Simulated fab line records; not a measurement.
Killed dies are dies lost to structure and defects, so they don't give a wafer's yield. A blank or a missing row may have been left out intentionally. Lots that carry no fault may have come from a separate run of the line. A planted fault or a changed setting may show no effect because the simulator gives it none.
Which tool was responsible?	flow n5_finfet	Sampling: 9 lots, 26 wafers, 4 of 1938 route steps

WHAT EACH GAUGE READ, for each wafer
N5_SD_EPI_N_EPI_MEAS_23.
lot	measured	on	thk_nm (nm)
L121	day 3 04:46	film_metro-01	57.8 57.2 59.2
L122	day 3 11:23	film_metro-02	58.4 60.0
L128	day 5 02:11	film_metro-02	59.3 59.5 57.3
L135	day 6 17:38	film_metro-01	66.6 65.8 66.8
L136	day 6 23:30	film_metro-01	68.2 65.6 66.3
L140	day 8 01:41	film_metro-02	59.2 58.0 58.3
L141	day 8 07:02	film_metro-01	62.1 60.1 60.4
L143	day 8 18:23	film_metro-02	58.2 59.7 58.3
L144	day 9 02:56	film_metro-01	61.6 60.2 61.2

TOOL THAT RAN EACH LOT (tool first, then ch and the chambers of the sampled wafers, then the start)
lot	N5_DUMMY_GATE_ETCH_31	N5_SD_EPI_N_STRIP_38	N5_SD_EPI_N_EPI_21
L121	rie_diel-01 ch 0,1,2, day 2 23:40	plasma_asher-01 ch 0,1, day 3 02:10	epi_rpcvd-03 ch 0, day 3 03:20
L122	rie_diel-01 ch 0,3, day 3 04:56	plasma_asher-01 ch 0, day 3 08:46	epi_rpcvd-01 ch 0, day 3 10:12
L128	rie_diel-02 ch 0,1,3, day 4 18:50	plasma_asher-02 ch 0,1, day 4 21:52	epi_rpcvd-02 ch 0, day 4 23:10
L135	rie_diel-05 ch 1,2,3, day 6 12:23	plasma_asher-02 ch 0,1, day 6 14:59	epi_rpcvd-01 ch 0, day 6 16:10
L136	rie_diel-02 ch 0,2, day 6 17:56	plasma_asher-02 ch 0,1, day 6 20:53	epi_rpcvd-01 ch 0, day 6 22:04
L140	rie_diel-02 ch 2,3, day 7 19:19	plasma_asher-02 ch 0,1, day 7 22:19	epi_rpcvd-03 ch 0, day 7 23:25
L141	rie_diel-02 ch 0,2,3, day 8 01:13	plasma_asher-02 ch 0,1, day 8 03:41	epi_rpcvd-03 ch 0, day 8 04:46
L143	rie_diel-05 ch 0,1, day 8 12:41	plasma_asher-02 ch 0,1, day 8 15:44	epi_rpcvd-02 ch 0, day 8 16:57
L144	rie_diel-01 ch 0,2,3, day 8 20:25	plasma_asher-02 ch 0,1, day 8 23:34	epi_rpcvd-03 ch 0, day 9 01:01
- N5_DUMMY_GATE_ETCH_31: etches SiO2 in C4F6/O2, target depth 82.5 nm, time 27.5 s.
- N5_SD_EPI_N_STRIP_38: strips in N2/H2.
- N5_SD_EPI_N_EPI_21: deposits Si:P, time 690 s.

THE ANSWER, worked out from the rows above alone
Rule: the usual values come from the lots themselves. The widest of any qualifying gaps counts: lots, ordered by their means at a reading, are off when they make up no more than a third of the lots, leave a main group of 4 or more, and stand apart from it by 3 or more times the standard deviation of that group's means. A main group whose means are all the same, to the digits that the tables above print for the reading, isn't used. Also off: a lot with no number at a reading for which 4 or more lots have one. The other lots that the step has rows for count as sound.
Off: L135, L136 (N5_SD_EPI_N_EPI_MEAS_23, thk_nm). The main group has a mean of 59.3 nm with a standard deviation of 1.1.
A tool fits if, at a process step before that reading, it ran every lot that is off, and no sound lot after the first of them. The gauges at N5_SD_EPI_N_EPI_MEAS_23 are tried like those tools. One fits: N5_SD_EPI_N_EPI_21 on epi_rpcvd-01. Its last sound lot is L122 (day 3 10:12), its first lot that is off L135 (day 6 16:10): a fault that began between those two fits.

WHAT HAD BEEN PUT IN BY THE SIMULATOR
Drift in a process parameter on epi_rpcvd-01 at N5_SD_EPI_N_EPI_21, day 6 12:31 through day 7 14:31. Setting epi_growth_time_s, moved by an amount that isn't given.
Lots struck among those shown: L135, L136. The rule above reached the same finding.
